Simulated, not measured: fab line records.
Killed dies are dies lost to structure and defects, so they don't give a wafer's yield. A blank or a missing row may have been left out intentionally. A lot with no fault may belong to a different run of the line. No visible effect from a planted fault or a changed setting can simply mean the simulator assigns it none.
A lot that was struck, set against a sound lot	flow n5-finfet	16 out of 1938 route steps
Sound: these wafers, L358.1, L358.2, L358.4. Wafers L363.2, L363.5, L363.6 were the ones struck. The cause is named last.
For every step that has rows: the tool of each side, followed by ch and its chambers, followed by its first start. Under that, the readings that differ: sound wafers	struck wafers	difference of the means	sigmas: that difference in standard deviations of wafers without a fault.
alike: readings with means less than 2 such deviations apart, plus words and numbers identical on both sides. not compared: withheld readings, readings lacking a value on some wafer, bounds such as >300 that could conceal the same value, and numbers that have no deviation in the record and whose values overlap.
The two part at a step that has a row with sigmas, a row that says differs or no value, or rows on one side only. When numbers do not overlap yet have no deviation, they are printed without sigmas and do not part them. A reading that every wafer of one side lacks parts them only if that side has two wafers or more.

first, 8 steps without rows for these wafers: N5_WELL_APT_HMDS_01 (time 60 s); N5_WELL_APT_COAT_02 (resist thk 950 nm); N5_WELL_APT_EBR_04; N5_WELL_APT_SOFTBAKE_03 (time 60 s); N5_WELL_APT_EXPOSE_05 (exposes mask NWELL, defocus 0 nm, target cd 200 nm); N5_WELL_APT_PEB_06 (peb time 90 s); N5_WELL_APT_DEVELOP_07 (develop time 45 s); N5_WELL_APT_HARDBAKE_12 (time 120 s).
N5_WELL_APT_CD_MEAS_08 targets a cd of 200 nm.
  sound on cd-sem-01 ch 0, day 1 13:43; struck on cd-sem-01 ch 0, day 2 19:41
  alike: cd-nm
N5_WELL_APT_OVL_MEAS_09:
  sound on overlay-02 ch 0, day 1 13:44; struck on overlay-01 ch 0, day 2 19:43
  alike: NWELL_OVL
N5_WELL_APT_INSPECT_10: inspects for defects (macro).
  sound: defect-inspect-01 at day 1 13:46; struck: defect-inspect-01 at day 2 19:44
  alike: raw-defect-count
N5_WELL_APT_DESCUM_13: chemistry O2, time 7.9 s.
  sound on rie-diel-05 ch 0,1,3, day 1 13:52; struck on rie-diel-05 ch 0,3, day 2 19:58
  alike: bias-power-w, drypump-motor-current-A, oes-product-au, rf-vpp-V, showerhead-plenum-p-Torr, throttle-valve-pct
  not compared: rf-hours-counter-h
N5_WELL_APT_IMPLANT_14:
  sound on implanter-02 ch 0, day 1 13:58; struck on implanter-01 ch 0, day 2 20:28
  alike: faraday-current-uA
next, for these wafers, 1 step has no rows: N5_WELL_APT_IMPLANT_15.
-- a jump in the record: the struck wafers' starts before and after are 8 days apart (it breaks off in module WELL_APT and resumes in module BEOL_M4, where the first step shown is number 1111 of the route) --
N5_BEOL_M4_RC_MEAS_101:
  sound on prober-02 ch 0, day 9 08:35; struck on prober-01 ch 0, day 10 12:01
reading	sound	struck	difference	sigmas
VT_N (mV)	253 246 249	263 252 260	+9	+2
  alike: DIBL_N, DIBL_P, IOFF_N, IOFF_P, ION_N, ION_P, SS_N, SS_P, VT_P
-- a jump in the record: the struck wafers' starts before and after are 4 days apart (it breaks off in module BEOL_M4 and resumes in module PASSIVATION, where the first step shown is number 1936 of the route) --
N5_PASSIVATION_PROBE_49:
  sound: prober-02 at day 14 01:53; struck: prober-02 at day 14 21:07
reading	sound	struck	difference	sigmas
killed_at_M0_to_M3	24 21 15	34 52 50	+25	+3
  alike: defect-limited-yield, killed_at_M4_up, killed-at-contacts, killed-at-front-end, killed-at-other, killed-dies, killed-open, killed-short, sort_bin_5_function, sort_bin_6_memory, sort-n-pass, sort-yield-pct

## WHERE THEY PART
First at N5_BEOL_M4_RC_MEAS_101; last, within this record, at N5_PASSIVATION_PROBE_49.

WHY: what had been put in by the simulator
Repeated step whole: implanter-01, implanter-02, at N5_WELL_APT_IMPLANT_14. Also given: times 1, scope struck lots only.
